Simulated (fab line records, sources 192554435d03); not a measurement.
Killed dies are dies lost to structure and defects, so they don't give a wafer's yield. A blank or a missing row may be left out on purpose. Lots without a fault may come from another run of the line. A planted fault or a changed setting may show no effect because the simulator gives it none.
fab line records | flow n5_finfet
record lots=8 wafers=24 last_day=17
route steps=1938 shown BEOL_M4@1111 BEOL_M10@1530 BEOL_M11@1554 PASSIVATION@1936
lots that met no fault: from a run of the same line without faults
start_h: hours from the record's first day to the start of the lot's first wafer shown | wait_h: hours since the lot's step before | " the same as in the row above | L1.1+2: a row that stands for several wafers | - no value, or no start given | * or withheld: withheld | < > ~ a bound
route shown NAME@n: a module of which the file shows steps, and the number in the route of the first | usual: mean/standard deviation of fault-free wafers | same: alike in all rows | chamber/n: place in a boat | sites: the reading at each site | _std_site: their standard deviation | _edge_site: outer sites' mean less inner sites' | radius_mm: how far each site lies from the wafer's centre | mask NAME#n: copy n | behind: the tool/chamber that last shaped the wafer | hold: why the lot was held/for how many hours/how that ended | device: the transistor (n, p or np) that didn't switch | end of line: the same wafers' tests at the end of the route | a step without rows: its recipe alone | killed: dies lost to structure and defects at the first sort, not the wafer's yield | map: a wafer's dies, x killed, . not, _ none there
set.NAME: the setting as run; set.NAME@STEP: as run at that earlier step | model.NAME: the simulator's own value behind a step, which no gauge read
steps of the route over a sample of lots; a table a step, a row a wafer
services: from which hour (start_h, from the record's first day; less than 0 if before it) a tool's chamber was out of use, for how many hours, and why
## steps
# step N5_BEOL_M4_RC_MEAS_101
# usual DIBL_N=35.9/1.3 DIBL_P=35.9/1.6 IOFF_N=0.156/0.022 IOFF_P=0.205/0.023 ION_N=675/9 ION_P=463/5.6 SS_N=71.4/0.57 SS_P=73.1/0.52 VT_N=249.7/2.8 VT_P=-250.2/2.5
# columns lot.wafer tool chamber start_h wait_h DIBL_N[mV/V] DIBL_P[mV/V] IOFF_N[nA/um] IOFF_P[nA/um] ION_N[uA/um] ION_P[uA/um] SS_N[mV/dec] SS_P[mV/dec] VT_N[mV] VT_P[mV]
L376.4 prober-01 0 155.94 0.5 36.1 36.4 0.151 0.213 667 467 70.4 73.2 251.6 -249.9
L376.5 " 0 " " 36.0 36.6 0.157 0.220 686 468 71.2 73.6 250.6 -249.2
L376.6 " 0 " " 36.9 37.0 0.162 0.223 670 463 71.6 73.7 251.5 -249.0
L382.1 prober-02 0 199.79 0.0 35.1 35.5 0.141 0.200 668 464 71.0 73.1 250.5 -250.8
L382.4 " 0 " " 32.9 32.3 0.109 0.162 660 461 70.1 71.7 255.8 -251.4
L382.6 " 0 " " 33.3 33.4 0.113 0.169 665 465 71.1 72.5 254.9 -250.0
L384.2 prober-02 0 222.86 0.2 37.2 36.4 0.155 0.213 672 463 72.2 73.2 249.8 -249.4
L384.3 " 0 " " 35.3 34.1 0.128 0.190 656 456 71.9 72.2 253.4 -249.6
L384.6 " 0 " " 35.9 35.7 0.136 0.205 661 459 71.6 73.4 250.5 -251.1
L392.3 prober-01 0 262.17 0.3 35.8 35.4 0.154 0.198 684 464 71.5 72.8 249.4 -249.8
L392.4 " 0 " " 36.7 36.7 0.179 0.222 679 465 71.5 73.8 247.4 -249.7
L392.6 " 0 " " 33.9 33.8 0.128 0.175 664 457 71.3 72.9 250.7 -252.9
L394.1 prober-01 0 283.08 0.0 36.3 38.4 0.182 0.202 691 465 71.5 73.7 248.3 -251.0
L394.2 " 0 " " 36.8 38.6 0.172 0.191 672 450 70.8 73.3 250.8 -254.4
L394.3 " 0 " " 37.0 39.0 0.192 0.207 689 460 71.8 73.4 245.5 -251.1
L397.1 prober-02 0 293.45 0.0 38.2 37.6 0.172 0.217 680 462 71.6 74.0 247.7 -248.9
L397.4 " 0 " " 37.4 36.7 0.151 0.204 663 457 71.9 73.9 251.6 -250.7
L397.5 " 0 " " 39.1 39.4 0.197 0.249 679 463 72.1 74.4 246.0 -247.2
L395.3 prober-01 0 293.60 0.3 35.7 37.2 0.150 0.185 666 457 71.5 72.9 252.0 -253.1
L395.4 " 0 " " 35.8 37.6 0.152 0.198 665 459 71.9 73.2 249.6 -253.4
L395.6 " 0 " " 34.8 36.8 0.139 0.183 665 456 71.7 72.6 252.1 -254.4
L396.1 prober-01 0 302.79 0.0 34.5 35.4 0.140 0.186 673 460 71.1 72.7 249.2 -253.0
L396.4 " 0 " " 35.3 36.1 0.154 0.202 676 459 72.1 72.4 250.1 -250.4
L396.6 " 0 " " 32.4 33.1 0.116 0.156 664 457 70.8 72.0 254.7 -251.6
# step N5_BEOL_M10_CMP_52
# recipe stop_on=SiCOH_lowk t_overpolish_s=7 down_force_psi=1 platen_rpm=50 clearing_platen_down_force_psi=1.5 clearing_platen_rpm=50 post_cmp_clean=cu_alkaline target_thk_nm=140 clearing_platen_pad_velocity_m_s=0.99484 pad_velocity_m_s=0.99484
# usual barrier_field_endpoint_s=28.8/0.67 motor_current_A=6.0/0.45 overpolish_run_s=7.000/0.0093 time_to_endpoint_s=64.8/2.2
# columns lot.wafer tool chamber start_h wait_h barrier_field_endpoint_s motor_current_A overpolish_run_s time_to_endpoint_s
L376.4 cmp-02 0 204.89 0.2 28.3 5.1 6.983 66.8
L376.6 " 2 " " 28.6 5.8 7.000 64.6
L376.5 " 3 " " 29.3 5.8 7.005 63.8
L382.4 cmp-01 2 252.58 0.1 29.4 5.4 7.000 66.7
L382.1 " 3 " " 27.7 5.7 6.997 65.4
L382.6 " 2 " " 29.1 5.7 6.997 66.1
L384.2 cmp-02 0 273.47 0.2 28.0 5.0 6.984 60.9
L384.3 " 2 " " 28.5 5.7 7.002 61.0
L384.6 " 1 " " 28.9 6.6 6.998 62.0
L392.4 cmp-02 2 315.52 0.2 28.3 5.6 7.001 61.6
L392.3 " 0 " " 28.9 4.9 6.992 66.2
L392.6 " 1 " " 28.9 6.5 7.003 64.6
L394.3 cmp-02 1 342.64 0.2 27.8 6.6 7.001 62.7
L394.1 " 3 " " 28.6 6.1 7.001 65.3
L394.2 " 0 " " 28.5 4.9 7.010 65.3
L397.4 cmp-01 1 348.71 0.1 29.3 5.9 7.002 65.5
L397.1 " 0 " " 29.0 5.5 7.002 63.9
L397.5 " 1 " " 28.2 5.7 6.998 64.2
L395.4 cmp-03 2 353.06 0.2 29.2 6.0 7.012 68.9
L395.3 " 0 " " 28.7 6.3 6.998 66.4
L395.6 " 2 " " 30.4 6.3 7.002 69.7
L396.1 cmp-02 2 353.88 0.3 27.7 5.9 6.993 60.6
L396.4 " 0 " " 29.0 4.8 7.015 65.9
L396.6 " 2 " " 28.3 6.0 7.019 61.4
# step N5_BEOL_M10_RS_MEAS_57
# recipe thk_meas_gauge=four-point-probe reads=Cu_of_BEOL_M10_ECD_50+Co_of_BEOL_M10_CVD_75+TaN_of_BEOL_M10_ALD_74
# usual M10_RS=0.1509/0.0027
# columns lot.wafer tool chamber start_h wait_h M10_RS[ohm/sq]
L376.4 film_metro-01 - 205.25 0.0 0.1506
L376.5 " - " " 0.1497
L376.6 " - " " 0.1523
L382.1 film_metro-02 - 253.01 0.1 0.1473
L382.4 " - " " 0.1486
L382.6 " - " " 0.1495
L384.2 film_metro-02 - 273.90 0.1 0.1481
L384.3 " - " " 0.1502
L384.6 " - " " 0.1493
L392.3 film_metro-02 - 315.91 0.1 0.1511
L392.4 " - " " 0.1537
L392.6 " - " " 0.1552
L394.1 film_metro-02 - 343.07 0.1 0.1568
L394.2 " - " " 0.1491
L394.3 " - " " 0.1520
L397.1 film_metro-02 - 349.14 0.1 0.1532
L397.4 " - " " 0.1500
L397.5 " - " " 0.1535
L395.3 film_metro-02 - 353.49 0.1 0.1544
L395.4 " - " " 0.1501
L395.6 " - " " 0.1509
L396.1 film_metro-02 - 354.31 0.1 0.1532
L396.4 " - " " 0.1527
L396.6 " - " " 0.1528
# step N5_BEOL_M11_ETCH_62
# recipe chemistry=N2/H2 target=SOC target_depth_a=1100 overetch_a=220 mask_material=SiARC temp_c=40 time_s=165 ion_energy_ev=200 pressure_mtorr=30 source_w=840 bias_w=150 n2_flow_sccm=200 h2_flow_sccm=200
# usual drypump_motor_current_A=5.8/0.48 oes_product_au=0.68/0.065 rf_vpp_V=523.1/2.5 showerhead_plenum_p_Torr=2.52/0.082 throttle_valve_pct=17.70/0.2
# columns lot.wafer tool chamber start_h wait_h drypump_motor_current_A oes_product_au rf_hours_counter_h rf_vpp_V showerhead_plenum_p_Torr throttle_valve_pct
L376.4 rie_diel-02 3 208.17 0.0 5.6 0.59 216 526.3 2.63 17.97
L376.5 " 3 " " 5.5 0.58 - 524.6 2.63 17.98
L376.6 " 2 " " 6.0 0.78 - 522.6 2.48 17.68
L382.1 rie_diel-02 1 254.96 0.0 6.0 0.77 23 521.5 2.48 17.58
L382.4 " 0 " " 6.0 0.59 240 522.6 2.50 17.92
L382.6 " 0 " " 5.9 0.59 - 522.8 2.50 17.92
L384.2 rie_diel-01 3 277.03 0.0 4.7 0.68 122 520.5 2.46 17.67
L384.3 " 0 " " 5.8 0.61 180 527.0 2.64 18.15
L384.6 " 2 " " 4.9 0.66 - 520.2 2.46 17.70
L392.3 rie_diel-02 3 318.20 0.0 5.6 0.46 247 526.4 2.61 18.01
L392.4 " 3 " " 5.6 0.56 - 525.4 2.61 18.02
L392.6 " 1 " " 6.1 0.60 - 522.6 2.47 17.59
L394.1 rie_diel-02 0 344.96 0.0 5.9 0.80 10 523.5 2.50 17.51
L394.2 " 1 " " 6.1 0.73 55 521.4 2.47 17.63
L394.3 " 2 " " 6.0 0.59 65 521.0 2.47 17.74
L397.1 rie_diel-06 2 352.34 0.0 5.6 0.77 7 522.9 2.50 17.29
L397.4 " 1 " " 6.6 0.70 97 527.3 2.67 17.87
L397.5 " 3 " " 5.9 0.67 - 521.8 2.45 17.64
L395.3 rie_diel-01 1 356.57 0.0 5.8 0.60 207 520.2 2.42 17.66
L395.4 " 0 " " 5.7 0.60 206 525.1 2.63 18.19
L395.6 " 0 " " 5.8 0.60 - 527.2 2.63 18.20
L396.1 rie_diel-06 3 356.67 0.0 5.9 0.67 107 520.7 2.45 17.63
L396.4 " 0 " " 5.8 0.72 68 522.4 2.47 17.50
L396.6 " 1 " " 6.6 0.70 - 528.1 2.67 17.88
# step N5_BEOL_M11_STRIP_67
# recipe chemistry=CF4 resist=SiARC power_w=300 bias_power_w=75 pressure_mtorr=50 cf4_flow_sccm=150 rf_frequency_hz=6e+07
# usual drypump_motor_current_A=5.8/0.48 oes_product_au=0.81/0.077 rf_vpp_V=270.6/1.4 showerhead_plenum_p_Torr=1.77/0.053 throttle_valve_pct=13.45/0.18
# columns lot.wafer tool chamber start_h wait_h drypump_motor_current_A oes_product_au rf_hours_counter_h rf_vpp_V showerhead_plenum_p_Torr throttle_valve_pct
L376.4 rie_diel-02 3 208.32 0.0 5.6 0.69 216 271.3 1.84 13.70
L376.5 " 3 " " 5.6 0.69 - 272.2 1.84 13.71
L376.6 " 2 " " 6.0 0.92 - 271.6 1.77 13.45
L382.1 rie_diel-02 1 255.10 0.0 6.1 0.92 23 269.8 1.75 13.33
L382.4 " 0 " " 5.9 0.70 240 269.9 1.76 13.75
L382.6 " 0 " " 5.9 0.70 - 270.9 1.76 13.76
L384.2 rie_diel-01 3 277.17 0.0 4.7 0.79 122 269.2 1.73 13.43
L384.3 " 0 " " 5.8 0.72 180 271.9 1.86 13.79
L384.6 " 2 " " 4.9 0.78 - 270.7 1.74 13.40
L392.3 rie_diel-02 3 318.35 0.0 5.6 0.67 247 273.0 1.83 13.78
L392.4 " 3 " " 5.5 0.67 - 272.4 1.83 13.77
L392.6 " 1 " " 6.1 0.87 - 270.4 1.74 13.39
L394.1 rie_diel-02 0 345.11 0.0 5.9 0.95 10 270.5 1.76 13.22
L394.2 " 1 " " 6.1 0.86 55 270.6 1.74 13.40
L394.3 " 2 " " 6.0 0.85 65 270.8 1.75 13.53
L397.1 rie_diel-06 2 352.48 0.0 5.6 0.92 7 269.9 1.76 12.99
L397.4 " 1 " " 6.6 0.82 97 272.2 1.87 13.58
L397.5 " 3 " " 5.9 0.79 - 271.1 1.73 13.36
L395.3 rie_diel-01 1 356.71 0.0 5.8 0.71 207 267.6 1.71 13.48
L395.4 " 0 " " 5.7 0.71 206 271.8 1.85 13.85
L395.6 " 0 " " 5.7 0.71 - 272.3 1.85 13.85
L396.1 rie_diel-06 3 356.81 0.0 5.9 0.80 107 269.0 1.73 13.37
L396.4 " 0 " " 5.8 0.85 68 270.9 1.74 13.34
L396.6 " 1 " " 6.6 0.82 - 273.3 1.87 13.57
# step N5_BEOL_M11_HM_OPEN_17
# recipe chemistry=Cl2/BCl3 target_depth_a=200 overetch_a=60 target=TiN mask_material=SOC ion_energy_ev=150 pressure_mtorr=10 icp_w=1000 bias_w=126 Cl2_flow_sccm=53.25 bcl3_flow_sccm=21.75 Ar_flow_sccm=25
# usual drypump_motor_current_A=5.8/0.48 oes_product_au=0.66/0.09 throttle_valve_pct=22.06/0.15
# columns lot.wafer tool chamber start_h wait_h drypump_motor_current_A oes_product_au rf_hours_counter_h throttle_valve_pct
L376.4 rie_metal-03 1 208.39 0.1 5.1 0.58 - 22.04
L376.5 " 0 " " 5.8 0.61 - 22.27
L376.6 " 1 " " 5.1 0.58 - 22.05
L382.1 rie_metal-03 0 255.14 0.0 5.8 0.60 71 22.28
L382.4 " 1 " " 5.2 0.58 - 22.08
L382.6 " 1 " " 5.1 0.58 - 22.06
L384.2 rie_metal-01 0 277.24 0.1 6.0 0.62 - 22.17
L384.3 " 0 " " 6.0 0.63 - 22.18
L384.6 " 0 " " 6.0 0.63 - 22.19
L392.3 rie_metal-01 0 318.42 0.1 6.0 0.28 - 22.84
L392.4 " 1 " " 5.2 0.83 - 21.84
L392.6 " 0 " " 6.0 0.27 - 22.84
L394.1 rie_metal-03 1 345.15 0.0 5.2 0.57 94 22.08
L394.2 " 0 " " 5.8 0.59 79 22.27
L394.3 " 1 " " 5.1 0.25 - 22.73
L397.1 rie_metal-02 0 352.52 0.0 6.3 0.74 15 21.92
L397.4 " 0 " " 6.3 0.74 - 21.89
L397.5 " 0 " " 6.3 0.74 - 21.92
L395.3 rie_metal-02 0 356.81 0.1 6.3 0.74 - 21.91
L395.4 " 0 " " 6.3 0.74 - 21.89
L395.6 " 0 " " 6.3 0.75 - 21.91
L396.1 rie_metal-01 0 356.87 0.0 6.0 0.61 73 22.21
L396.4 " 0 " " 6.0 0.61 - 22.22
L396.6 " 0 " " 6.0 0.61 - 22.21
# step N5_BEOL_M11_CD_MEAS_18
# recipe pitch_nm=140 target_cd_nm=70
# usual cd_nm=69.9/0.47
# columns lot.wafer tool chamber start_h wait_h cd_nm
L376.4 cd_sem-01 - 208.54 0.1 70.0
L376.5 " - " " 70.9
L376.6 " - " " 70.7
L382.1 cd_sem-03 - 255.32 0.0 70.5
L382.4 " - " " 70.2
L382.6 " - " " 70.3
L384.2 cd_sem-02 - 277.52 0.1 70.2
L384.3 " - " " 70.4
L384.6 " - " " 70.1
L392.3 cd_sem-03 - 318.60 0.1 -
L392.4 " - " " 69.5
L392.6 " - " " -
L394.1 cd_sem-03 - 345.33 0.0 70.3
L394.2 " - " " 70.2
L394.3 " - " " -
L397.1 cd_sem-01 - 352.82 0.0 69.6
L397.4 " - " " 70.1
L397.5 " - " " 69.9
L395.3 cd_sem-01 - 357.06 0.1 70.3
L395.4 " - " " 69.6
L395.6 " - " " 69.6
L396.1 cd_sem-01 - 357.10 0.0 70.3
L396.4 " - " " 69.9
L396.6 " - " " 69.4
# step N5_BEOL_M11_OCD_MEAS_38
# usual trench_depth_nm=148.5/2
# columns lot.wafer tool chamber start_h wait_h trench_depth_nm
L376.4 ocd-01 - 209.70 - 151.0
L376.5 " - " " 150.5
L376.6 " - " " 145.2
L382.1 ocd-02 - 256.69 - 147.8
L382.4 " - " " 151.6
L382.6 " - " " 149.5
L384.2 ocd-01 - 278.83 - 149.4
L384.3 " - " " 145.6
L384.6 " - " " 146.6
L392.3 ocd-01 - 322.88 - -
L392.4 " - " " 152.1
L392.6 " - " " -
L394.1 ocd-02 - 346.95 - 148.1
L394.2 " - " " 148.6
L394.3 " - " " -
L397.1 ocd-02 - 355.72 - 148.6
L397.4 " - " " 151.7
L397.5 " - " " 150.0
L396.1 ocd-02 - 360.23 - 148.8
L396.4 " - " " 148.0
L396.6 " - " " 150.3
L395.3 ocd-02 - 360.40 - 147.2
L395.4 " - " " 150.9
L395.6 " - " " 148.7
# step N5_PASSIVATION_PROBE_49
# usual defect_limited_yield=91.3/1.4 killed_at_M0_to_M3=35/11 killed_at_M4_up=14/5.4 killed_at_contacts=12/6.2 killed_at_front_end=38/11 killed_at_other=4.1/2.8 killed_dies=103/17 killed_on_rim=13/4 killed_open=66/13 killed_short=34/8.2 sort_bin_5_function=5.1/0.89 sort_bin_6_memory=3.3/0.72 sort_bin_8_speed=0.00/0.0099 sort_n_pass=1077/17 sort_yield_pct=91.3/1.4
# same gross_dies=1180 killed_at_back_side=0 sort_bin_4_leakage[%]=0
# columns lot.wafer tool chamber start_h wait_h defect_limited_yield[%] killed_at_M0_to_M3 killed_at_M4_up killed_at_contacts killed_at_front_end killed_at_other killed_dies killed_on_rim killed_open killed_short sort_bin_5_function[%] sort_bin_6_memory[%] sort_bin_8_speed[%] sort_n_pass sort_yield_pct[%]
L382.1 prober-01 - 305.29 0.0 91.1 38 15 11 34 7 105 22 65 36 5.0 3.1 0 1075 91.1
L382.4 prober-01 - 305.44 0.2 92.4 16 14 24 33 3 90 7 64 22 4.4 3.1 0 1090 92.4
L382.6 prober-01 - 305.54 0.3 90.0 35 10 18 53 2 118 11 64 53 5.8 3.6 0 1062 90.0
L384.2 prober-01 - 328.92 0.1 91.1 44 11 11 33 6 105 15 66 36 5.3 3.2 0 1075 91.1
L384.3 prober-01 - 328.97 0.1 91.4 44 10 4 39 5 102 14 63 38 5.1 3.3 0 1078 91.4
L384.6 prober-01 - 329.12 0.3 92.5 33 13 8 28 7 89 12 53 32 4.4 2.9 0 1091 92.5
L392.3 prober-01 - 358.67 0.1 0 58 1081 10 26 5 1180 152 72 37 95.0 4.7 0 0 0
L392.4 prober-01 - 358.72 0.2 92.6 36 5 14 30 2 87 6 59 27 5.1 2.2 0.08 1093 92.6
L392.6 prober-01 - 358.82 0.3 0 34 1100 11 31 4 1180 152 67 22 96.4 3.6 0 0 0
L394.1 prober-02 - 386.82 0.0 91.1 37 10 6 47 5 105 11 67 37 5.6 3.2 0 1075 91.1
L394.2 prober-02 - 386.87 0.1 93.5 28 9 6 31 3 77 8 52 24 3.8 2.5 0 1103 93.5
L394.3 prober-02 - 386.92 0.1 0 42 1094 2 33 9 1180 152 65 29 96.7 3.1 0 0 0
L397.4 prober-02 - 396.08 0.2 90.5 55 14 14 26 3 112 15 75 35 4.8 4.3 0 1068 90.5
L396.1 prober-01 - 410.42 0.0 90.5 40 11 15 42 4 112 14 74 38 5.1 4.0 0 1068 90.5
L396.4 prober-01 - 410.57 0.2 87.1 75 8 17 50 2 152 11 93 59 8.0 3.9 0 1028 87.1
L396.6 prober-01 - 410.67 0.3 91.4 46 10 7 33 5 101 18 68 27 5.0 3.1 0 1079 91.4
# killed by level:class
L382.1 MOL_CONTACT_COAG:geometric_particle:open=9 BEOL_M1:geometric_particle:open=8 BEOL_M3:geometric_particle:open=8 FIN_SAQP:geometric_particle:short=7 BEOL_M2:geometric_particle:open=7 BEOL_M1:geometric_particle:short=5 STI_FIN_REVEAL:geometric_particle:open=4 DUMMY_GATE:geometric_particle:open=4
L382.4 MOL_CONTACT_COAG:geometric_particle:open=19 BEOL_M4:geometric_particle:open=10 MOL_CONTACT_COAG:geometric_particle:short=5 FIN_SAQP:geometric_particle:short=4 STI_FIN_REVEAL:geometric_particle:open=4 DUMMY_GATE:geometric_particle:open=4 GATE_CUT:geometric_particle:open=4 FIN_SAQP:geometric_particle:open=3
L382.6 FIN_SAQP:geometric_particle:short=16 STI_FIN_REVEAL:geometric_particle:open=11 MOL_CONTACT_COAG:geometric_particle:open=11 BEOL_M3:geometric_particle:open=8 MOL_CONTACT_COAG:geometric_particle:short=7 BEOL_M2:geometric_particle:open=5 GATE_CUT:geometric_particle:short=5 BEOL_M0_SAQP:geometric_particle:short=5
L384.2 BEOL_M0_SAQP:geometric_particle:open=11 FIN_SAQP:geometric_particle:open=10 MOL_CONTACT_COAG:geometric_particle:open=10 BEOL_M0_SAQP:geometric_particle:short=10 BEOL_M2:geometric_particle:open=7 FIN_SAQP:geometric_particle:short=5 BEOL_M1:geometric_particle:open=4 BEOL_M1:geometric_particle:short=4
L384.3 BEOL_M0_SAQP:geometric_particle:open=12 FIN_SAQP:geometric_particle:open=10 BEOL_M0_SAQP:geometric_particle:short=10 FIN_SAQP:geometric_particle:short=6 DUMMY_GATE:geometric_particle:open=6 BEOL_M1:geometric_particle:open=5 BEOL_M2:geometric_particle:open=5 BEOL_M3:geometric_particle:open=4
L384.6 FIN_SAQP:geometric_particle:open=7 BEOL_M3:geometric_particle:open=7 MOL_CONTACT_COAG:geometric_particle:open=6 BEOL_M0_SAQP:geometric_particle:short=6 STI_FIN_REVEAL:geometric_particle:open=5 BEOL_M0_SAQP:geometric_particle:open=5 ILD0:geometric_particle:short=4 BEOL_M1:geometric_particle:short=4
L392.3 BEOL_M11:area_etch=1071 BEOL_M2:geometric_particle:open=20 FIN_SAQP:geometric_particle:open=8 BEOL_M0_SAQP:geometric_particle:short=7 MOL_CONTACT_COAG:geometric_particle:open=6 BEOL_M0_SAQP:geometric_particle:open=6 BEOL_M3:geometric_particle:open=6 FIN_SAQP:geometric_particle:short=5
L392.4 DUMMY_GATE:geometric_particle:open=8 MOL_CONTACT_COAG:geometric_particle:open=8 BEOL_M3:geometric_particle:open=8 BEOL_M0_SAQP:geometric_particle:short=7 MOL_CONTACT_COAG:geometric_particle:short=6 FIN_SAQP:geometric_particle:open=5 DUMMY_GATE:geometric_particle:short=5 BEOL_M1:geometric_particle:open=5
L392.6 BEOL_M11:area_etch=1091 BEOL_M2:geometric_particle:open=9 STI_FIN_REVEAL:geometric_particle:open=8 MOL_CONTACT_COAG:geometric_particle:open=8 FIN_SAQP:geometric_particle:open=7 STARTING-WAFER:geometric_particle:open=6 BEOL_M0_SAQP:geometric_particle:short=5 BEOL_M0_SAQP:geometric_particle:open=5
L394.1 FIN_SAQP:geometric_particle:open=17 FIN_SAQP:geometric_particle:short=7 BEOL_M0_SAQP:geometric_particle:open=7 BEOL_M2:geometric_particle:open=7 MOL_CONTACT_COAG:geometric_particle:open=6 DUMMY_GATE:geometric_particle:open=5 BEOL_M0_SAQP:geometric_particle:short=5 BEOL_M1:geometric_particle:open=5
L394.2 FIN_SAQP:geometric_particle:open=10 BEOL_M2:geometric_particle:open=10 FIN_SAQP:geometric_particle:short=8 GATE_CUT:geometric_particle:open=5 MOL_CONTACT_COAG:geometric_particle:open=5 BEOL_M0_SAQP:geometric_particle:open=5 BEOL_M0_SAQP:geometric_particle:short=5 BEOL_M4:geometric_particle:open=5
L394.3 BEOL_M11:area_etch=1083 BEOL_M2:geometric_particle:open=15 BEOL_M0_SAQP:geometric_particle:short=9 BEOL_M0_SAQP:geometric_particle:open=8 STI_FIN_REVEAL:geometric_particle:open=7 GATE_CUT:geometric_particle:short=5 STARTING-WAFER:geometric_particle:open=5 FIN_SAQP:geometric_particle:short=4
L397.4 BEOL_M0_SAQP:geometric_particle:open=19 BEOL_M0_SAQP:geometric_particle:short=15 MOL_CONTACT_COAG:geometric_particle:open=11 DUMMY_GATE:geometric_particle:open=7 BEOL_M3:geometric_particle:open=7 BEOL_M1:geometric_particle:open=6 BEOL_M4:geometric_particle:open=6 BEOL_M2:geometric_particle:open=5
L396.1 BEOL_M0_SAQP:geometric_particle:open=15 MOL_CONTACT_COAG:geometric_particle:open=12 BEOL_M0_SAQP:geometric_particle:short=12 GATE_CUT:geometric_particle:short=11 GATE_CUT:geometric_particle:open=8 FIN_SAQP:geometric_particle:open=7 BEOL_M4:geometric_particle:open=6 DUMMY_GATE:geometric_particle:open=4
L396.4 BEOL_M0_SAQP:geometric_particle:open=25 BEOL_M0_SAQP:geometric_particle:short=24 MOL_CONTACT_COAG:geometric_particle:open=12 FIN_SAQP:geometric_particle:open=10 STI_FIN_REVEAL:geometric_particle:open=8 BEOL_M3:geometric_particle:open=8 DUMMY_GATE:geometric_particle:open=7 FIN_SAQP:geometric_particle:short=6
L396.6 BEOL_M0_SAQP:geometric_particle:open=15 BEOL_M0_SAQP:geometric_particle:short=9 BEOL_M1:geometric_particle:open=9 BEOL_M3:geometric_particle:open=7 FIN_SAQP:geometric_particle:open=5 FIN_SAQP:geometric_particle:short=4 DUMMY_GATE:geometric_particle:open=4 MOL_CONTACT_COAG:geometric_particle:open=4
## services
# columns tool chamber start_h hours kind
cmp-02 - 202.10 0.9 repair
cmp-03 - 204.25 0.4 repair
cmp-02 - 213.47 1.6 repair
rie_diel-02 - 215.56 14.6 pm
rie_metal-02 1 222.25 16.5 repair
cmp-02 - 225.03 1.2 repair
rie_diel-01 - 231.04 0.4 repair
cmp-02 - 253.86 1.7 repair
cmp-02 - 263.48 4.0 pm
cmp-01 - 264.83 4.0 pm
rie_metal-01 1 270.51 18.7 repair
rie_metal-03 - 274.06 0.4 repair
rie_diel-06 - 276.05 14.6 pm
cmp-01 - 278.43 11.6 pm
rie_diel-02 - 279.98 0.2 repair
cmp-02 - 282.39 0.8 repair
cmp-03 - 288.57 3.1 pm
rie_metal-02 1 304.85 9.7 repair
rie_diel-06 2 307.59 1.2 repair
rie_diel-02 0 316.35 5.3 repair
cmp-01 - 333.78 6.5 pm
rie_diel-06 2 335.32 3.3 repair
rie_metal-02 1 352.32 6.1 repair
rie_metal-03 1 354.43 3.3 repair
## key
first_sign step=N5_BEOL_M11_HM_OPEN_17 reading=oes_product_au direction=down sigmas=4.4 usual=0.66 struck=0.26
effect step=N5_BEOL_M11_CD_MEAS_18 reading=cd_nm direction=missing
effect step=N5_BEOL_M11_OCD_MEAS_38 reading=trench_depth_nm direction=missing
effect step=N5_PASSIVATION_PROBE_49 reading=killed_at_M4_up direction=up sigmas=99+ usual=14 struck=1092
more_kills_born_at N5_BEOL_M11_ETCH_62@rie_diel-02=3245
met_at N5_BEOL_M11_ETCH_62
struck_lots L392,L394
struck_wafers L392.3,L392.6,L394.3
later_rows_left_out L392.3,L392.6,L394.3
not_acting_at N5_BEOL_M10_CMP_52,N5_BEOL_M10_RS_MEAS_57,N5_BEOL_M11_STRIP_67
onset_between 254.96 318.20
fault kind=process_parameter_drift tool=rie_diel-02 chamber=- onset_h=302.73 steps=N5_BEOL_M11_ETCH_62 channel=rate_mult offset=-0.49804 shape=step end_h=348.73 scope=struck_wafers_only
# later_rows_left_out: the simulator's readings of these wafers behind a module that went badly wrong aren't trusted and aren't shown, but for the sort
